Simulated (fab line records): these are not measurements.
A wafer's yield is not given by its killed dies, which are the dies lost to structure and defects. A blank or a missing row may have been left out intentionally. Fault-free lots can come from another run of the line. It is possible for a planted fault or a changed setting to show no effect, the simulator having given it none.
fab line records    flow n5_finfet
record: lots: 6  wafers: 18  last_day: 21
route steps=1938 shown BEOL_M11@1587
lots that met no fault: from a run of the same line without faults
start_h: the number of hours between the record's first day and the start of the first shown wafer of the lot    wait_h: how many hours have passed since the lot's step before this one    " repeats the value in the row above    L1.1+2: one row covering several wafers at once    - no value present, or no start provided    * or withheld: withheld    < > ~ a bound
route shown NAME@n: a module of which the file shows steps, and the number in the route of the first    usual: mean/standard deviation taken from wafers without a fault    same: alike in all rows    chamber/n: place in a boat    sites: each site's reading    _std_site: standard deviation across them    _edge_site: outer sites' mean less inner sites'    radius_mm: for every site, how far away it sits from the centre of the wafer    mask NAME#n: copy n    behind: tool/chamber where the wafer was last shaped    hold: cause of the lot's hold/its duration in hours/its outcome    device: the transistor (n, p or np) that didn't switch    end of line: the route-end tests of the same wafers    a step without rows: its recipe alone    killed: not the wafer's yield, but the dies lost to structure and defects at the first sort    map: a wafer's dies, x killed, . not, _ none there
set.NAME: setting as actually run; set.NAME@STEP: the setting as run at that earlier step    model.NAME: the simulator's own value behind a step, which no gauge read
lots seen at some steps along the route; tables by step, rows by wafer
services: when a tool's chamber went out of use (start_h, in hours from the record's first day, below 0 if earlier), for how many hours, and the reason
== steps ==
step: N5_BEOL_M11_CURE_72
recipe: temp_c: 370  time_s: 120  ambient: DMADMS/He  material: SiCOH_lowk
usual: lamp_power_pct: 52.30/0.057  wafer_temp_C_max: 371.5/0.5
same: time_s: 120
lot.wafer  tool        chamber  start_h  wait_h  lamp_power_pct  wafer_temp_C_max
L302.1     uv_cure-03  2        295.61   0.0     52.38           371.5
L302.2     "           2        "        "       52.31           371.2
L302.3     "           2        "        "       52.44           371.0
L304.1     uv_cure-03  0        303.77   0.0     52.24           371.5
L304.2     "           0        "        "       52.26           372.0
L304.3     "           0        "        "       52.26           371.3
L309.1     uv_cure-03  1        375.93   0.0     52.30           371.9
L309.5     "           1        "        "       52.26           371.6
L309.6     "           1        "        "       52.32           371.3
L311.3     uv_cure-01  1        387.62   0.2     52.45           371.1
L311.4     "           1        "        "       52.37           370.8
L311.5     "           1        "        "       52.38           371.4
L323.1     uv_cure-02  0        437.04   0.1     52.35           370.8
L323.2     "           0        "        "       52.27           370.8
L323.6     "           0        "        "       52.38           370.8
L320.2     uv_cure-02  0        461.86   0.1     52.24           370.7
L320.3     "           0        "        "       52.31           370.8
L320.4     "           0        "        "       52.37           371.1
step: N5_BEOL_M11_DEGAS_44
recipe: ambient: vacuum  temp_c: 250  time_s: 60
usual: heater_power_w: 324/30
same: time_s: 60
lot.wafer  tool            chamber  start_h  wait_h  heater_power_w
L302.1     pvd_sputter-02  -        296.30   0.6     310
L302.2     "               -        "        "       343
L302.3     "               -        "        "       367
L304.1     pvd_sputter-02  -        304.09   0.3     290
L304.2     "               -        "        "       345
L304.3     "               -        "        "       312
L309.1     pvd_sputter-01  -        376.60   0.6     322
L309.5     "               -        "        "       323
L309.6     "               -        "        "       294
L311.3     pvd_sputter-02  -        388.19   0.5     314
L311.4     "               -        "        "       357
L311.5     "               -        "        "       314
L323.1     pvd_sputter-03  -        438.00   0.9     373
L323.2     "               -        "        "       284
L323.6     "               -        "        "       310
L320.2     pvd_sputter-03  -        462.64   0.7     320
L320.3     "               -        "        "       355
L320.4     "               -        "        "       359
step: N5_BEOL_M11_PRE_CLEAN_45
recipe: gas: H2/He  time_s: 30  temp_c: 250
usual: heater_power_w: 324/30
same: time_s: 30
lot.wafer  tool            chamber  start_h  wait_h  heater_power_w
L302.1     pvd_sputter-02  -        296.34   0.0     314
L302.2     "               -        "        "       355
L302.3     "               -        "        "       369
L304.1     pvd_sputter-02  -        304.13   0.0     296
L304.2     "               -        "        "       353
L304.3     "               -        "        "       316
L309.1     pvd_sputter-01  -        376.64   0.0     331
L309.5     "               -        "        "       323
L309.6     "               -        "        "       285
L311.3     pvd_sputter-02  -        388.23   0.0     308
L311.4     "               -        "        "       347
L311.5     "               -        "        "       320
L323.1     pvd_sputter-03  -        438.04   0.0     360
L323.2     "               -        "        "       285
L323.6     "               -        "        "       315
L320.2     pvd_sputter-03  -        462.68   0.0     314
L320.3     "               -        "        "       355
L320.4     "               -        "        "       371
step: N5_BEOL_M11_ALD_74
recipe: material: TaN  target_thk_a: 20  temp_c: 275  ald_precursor_family: PDMAT  ald_co_reactant: NH3  pressure_torr: 3  carrier_flow_sccm: 1500  pulse_time_s: 2  purge_time_s: 3  co_reactant_purge_time_s: 2  co_reactant_pulse_time_s: 3  ald_cycles: 40  precursor_vessel_temp_c: 75  precursor_vessel_pressure_torr: 26.25  precursor_vessel_carrier_sccm: 1000
usual: heater_power_w: 401/49  precursor_vessel_pressure_torr: 26.25/0.05
lot.wafer  tool          chamber  start_h  wait_h  heater_power_w  precursor_vessel_pressure_torr
L302.1     ald_metal-03  0        296.40   0.0     367             26.29
L302.2     "             2        "        "       428             26.25
L302.3     "             3        "        "       424             26.19
L304.1     ald_metal-01  2        304.42   0.3     369             26.18
L304.2     "             0        "        "       360             26.24
L304.3     "             3        "        "       350             26.27
L309.1     ald_metal-03  2        376.70   0.0     421             26.27
L309.5     "             0        "        "       377             26.33
L309.6     "             1        "        "       341             26.26
L311.3     ald_metal-03  3        388.52   0.3     442             26.25
L311.4     "             0        "        "       379             26.18
L311.5     "             0        "        "       377             26.20
L323.1     ald_metal-01  3        438.10   0.0     336             26.25
L323.2     "             1        "        "       382             26.26
L323.6     "             0        "        "       330             26.24
L320.2     ald_metal-02  0        462.86   0.2     350             26.36
L320.3     "             3        "        "       453             26.31
L320.4     "             1        "        "       471             26.30
step: N5_BEOL_M11_SURFACE_TREAT_76
recipe: gas: Ar  time_s: *  ion_energy_ev: *  ion_current_ma_cm2: 0.5  pressure_mtorr: *  ar_flow_sccm: 30
step: N5_BEOL_M11_CVD_75
recipe: material: Co  target_thk_a: 20  temp_c: withheld  precursor: CCTBA/H2  pressure_torr: 30  time_s: 138.9
step: N5_BEOL_M11_SPUTTER_48
recipe: material: Cu  target_thk_a: 120  temp_c: -20  bias_v: 60  power_w: 26000  chamber_pressure_pa: 0.13  time_s: 2
step: N5_BEOL_M11_ECD_50
recipe: material: Cu  target_thk_a: 3180
step: N5_BEOL_M11_ANNEAL_51
recipe: temp_c: 225  time_s: 90  ambient: N2
step: N5_BEOL_M11_CMP_52
recipe: stop_on: SiCOH_lowk  t_overpolish_s: 7  down_force_psi: 1  platen_rpm: 50  clearing_platen_down_force_psi: 1.5  clearing_platen_rpm: 50  post_cmp_clean: cu_alkaline  target_thk_nm: 140  clearing_platen_pad_velocity_m_s: 0.99484  pad_velocity_m_s: 0.99484
usual: barrier_field_endpoint_s: 28.9/0.61  motor_current_A: 6.0/0.64  overpolish_run_s: 7.000/0.0091  slurry_filter_dp_kPa: 13.51/0.15  time_to_endpoint_s: 66.4/2.6
lot.wafer  tool    chamber  start_h  wait_h  barrier_field_endpoint_s  motor_current_A  overpolish_run_s  slurry_filter_dp_kPa  time_to_endpoint_s
L302.3     cmp-01  1        297.49   0.3     28.8                      4.9              7.008             13.38                 65.7
L302.2     "       2        "        "       28.5                      7.0              7.004             13.60                 68.4
L302.1     "       3        "        "       28.6                      6.8              6.983             13.17                 69.0
L304.3     cmp-01  2        306.78   0.2     28.3                      6.7              7.021             13.29                 63.5
L304.2     "       3        "        "       29.1                      7.1              7.008             13.52                 67.0
L304.1     "       0        "        "       28.8                      6.5              7.007             13.55                 66.6
L309.1     cmp-02  1        377.96   0.4     28.7                      6.2              7.009             13.37                 67.1
L309.5     "       2        "        "       28.8                      6.7              6.991             13.73                 63.1
L309.6     "       3        "        "       29.1                      5.1              7.026             13.29                 61.3
L311.3     cmp-03  2        390.30   0.2     28.2                      5.8              6.994             13.54                 62.9
L311.4     "       0        "        "       29.0                      6.2              6.995             13.06                 66.3
L311.5     "       1        "        "       28.7                      6.1              6.988             13.39                 63.2
L323.2     cmp-03  0        439.24   0.3     29.1                      6.1              7.006             13.65                 69.9
L323.1     "       1        "        "       29.3                      6.1              6.996             13.38                 70.2
L323.6     "       2        "        "       29.2                      5.6              6.998             13.32                 69.2
L320.3     cmp-01  2        464.07   0.2     28.4                      6.8              7.005             13.72                 64.9
L320.2     "       0        "        "       27.9                      6.4              7.008             13.64                 62.6
L320.4     "       1        "        "       29.3                      4.8              7.004             13.64                 63.7
step: N5_BEOL_M11_THK_MEAS_53
recipe: thk_meas_gauge: xrf  reads: Cu_of_BEOL_M11_ECD_50
usual: M11_THK: 137.8/2
lot.wafer  tool           chamber  start_h  wait_h  M11_THK[nm]
L302.1     film_metro-01  -        297.75   -       139.4
L302.2     "              -        "        "       138.6
L302.3     "              -        "        "       136.4
L304.1     film_metro-01  -        307.07   -       138.3
L304.2     "              -        "        "       138.1
L304.3     "              -        "        "       139.5
L309.1     film_metro-01  -        378.14   -       137.5
L309.5     "              -        "        "       137.5
L309.6     "              -        "        "       137.5
L311.3     film_metro-01  -        390.56   -       135.8
L311.4     "              -        "        "       138.5
L311.5     "              -        "        "       134.3
L323.1     film_metro-02  -        439.46   -       139.8
L323.2     "              -        "        "       141.6
L323.6     "              -        "        "       142.3
L320.2     film_metro-01  -        464.36   -       140.2
L320.3     "              -        "        "       141.9
L320.4     "              -        "        "       136.5
step: N5_BEOL_M11_PRE_CLEAN_55
recipe: gas: NH3  time_s: 15  temp_c: withheld  rf_power_w: 300
step: N5_BEOL_M11_DEP_56
recipe: material: SiCN  target_thk_a: 300  temp_c: withheld  precursor: 3MS/NH3  pressure_torr: 3  rf_w: 675  time_s: 10.5
usual: showerhead_plenum_p_Torr: 4.155/0.017  showerhead_vpp_V: 1579/60  throttle_valve_pct: 18.1/0.69
lot.wafer  tool      chamber  start_h  wait_h  showerhead_plenum_p_Torr  showerhead_vpp_V  throttle_valve_pct  model.SiCN_of_BEOL_M11_DEP_56.thk_nm
L302.1     pecvd-02  1        297.82   0.0     4.162                     1518              17.5                29.8
L302.2     "         2        "        "       4.138                     1685              17.9                30
L302.3     "         1        "        "       4.160                     1528              17.3                30.2
L304.1     pecvd-01  0        307.13   0.0     4.155                     1636              19.6                30
L304.2     "         1        "        "       4.184                     1550              18.4                30.2
L304.3     "         2        "        "       4.160                     1517              17.2                30
L309.1     pecvd-01  1        378.21   0.0     4.186                     1540              17.7                29.8
L309.5     "         2        "        "       4.166                     1521              16.9                30
L309.6     "         1        "        "       4.190                     1552              18.1                53.4
L311.3     pecvd-01  1        390.62   0.0     4.180                     1527              17.9                29.6
L311.4     "         1        "        "       4.186                     1537              18.2                53.6
L311.5     "         2        "        "       4.173                     1513              17.0                29.8
L323.1     pecvd-04  1        439.52   0.0     4.172                     1505              17.7                29.4
L323.2     "         2        "        "       4.142                     1575              18.6                29.8
L323.6     "         0        "        "       4.131                     1586              18.7                30.2
L320.2     pecvd-04  0        464.44   0.0     4.141                     1571              18.3                29.4
L320.3     "         2        "        "       4.147                     1574              18.6                29.8
L320.4     "         0        "        "       4.127                     1543              18.7                30
step: N5_BEOL_M11_RS_MEAS_57
recipe: thk_meas_gauge: four-point-probe  reads: Cu_of_BEOL_M11_ECD_50+Co_of_BEOL_M11_CVD_75+TaN_of_BEOL_M11_ALD_74
usual: M11_RS: 0.1515/0.0025
lot.wafer  tool           chamber  start_h  wait_h  M11_RS[ohm/sq]
L302.1     film_metro-01  -        297.90   0.1     0.1484
L302.2     "              -        "        "       0.1491
L302.3     "              -        "        "       0.1524
L304.1     film_metro-01  -        307.19   0.0     0.1517
L304.2     "              -        "        "       0.1523
L304.3     "              -        "        "       0.1501
L309.1     film_metro-02  -        378.27   0.0     0.1522
L309.5     "              -        "        "       0.1527
L309.6     "              -        "        "       0.1522
L311.3     film_metro-02  -        390.70   0.1     0.1528
L311.4     "              -        "        "       0.1505
L311.5     "              -        "        "       0.1546
L323.1     film_metro-01  -        439.59   0.0     0.1489
L323.2     "              -        "        "       0.1465
L323.6     "              -        "        "       0.1458
L320.2     film_metro-02  -        464.52   0.1     0.1490
L320.3     "              -        "        "       0.1477
L320.4     "              -        "        "       0.1541
== services ==
tool            chamber  start_h  hours  kind
pvd_sputter-03  -        273.75   1.9    repair
cmp-01          -        278.77   2.6    repair
uv_cure-02      -        296.76   4.3    pm
cmp-01          -        298.90   1.8    repair
cmp-03          -        303.08   2.8    repair
cmp-03          -        313.46   4.0    pm
uv_cure-02      -        314.21   22.2   pm
uv_cure-03      -        316.55   1.0    pm
ald_metal-03    3        317.39   12.6   repair
pecvd-01        0        331.19   20.5   repair
ald_metal-03    0        357.69   4.9    repair
pecvd-01        -        367.97   1.2    repair
ald_metal-03    3        368.52   5.5    repair
pvd_sputter-03  -        368.86   6.0    repair
cmp-01          -        397.99   2.2    repair
pecvd-01        -        402.06   1.0    repair
cmp-01          -        409.36   4.0    pm
uv_cure-03      -        410.41   0.9    repair
uv_cure-03      -        422.91   14.6   pm
cmp-01          -        428.67   26.7   repair
pecvd-01        -        432.73   5.5    pm
ald_metal-03    2        434.81   25.9   repair
uv_cure-03      -        441.72   2.6    repair
ald_metal-03    1        461.20   12.3   repair
== key ==
first_sign none at tools or gauges
model_effect: step: N5_BEOL_M11_DEP_56  value: SiCN_of_BEOL_M11_DEP_56.thk_nm  without: 30.3  struck: 53.5
met_at N5_BEOL_M11_DEP_56
struck_wafers L309.6,L311.4
onset_between 307.13 378.21
fault: kind: process_parameter_drift  tool: pecvd-01  chamber: -  onset_h: 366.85  steps: N5_BEOL_M11_DEP_56  channel: time_s  offset: *  shape: step  end_h: 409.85  scope: struck_wafers_only  acts_in: *  stated: *
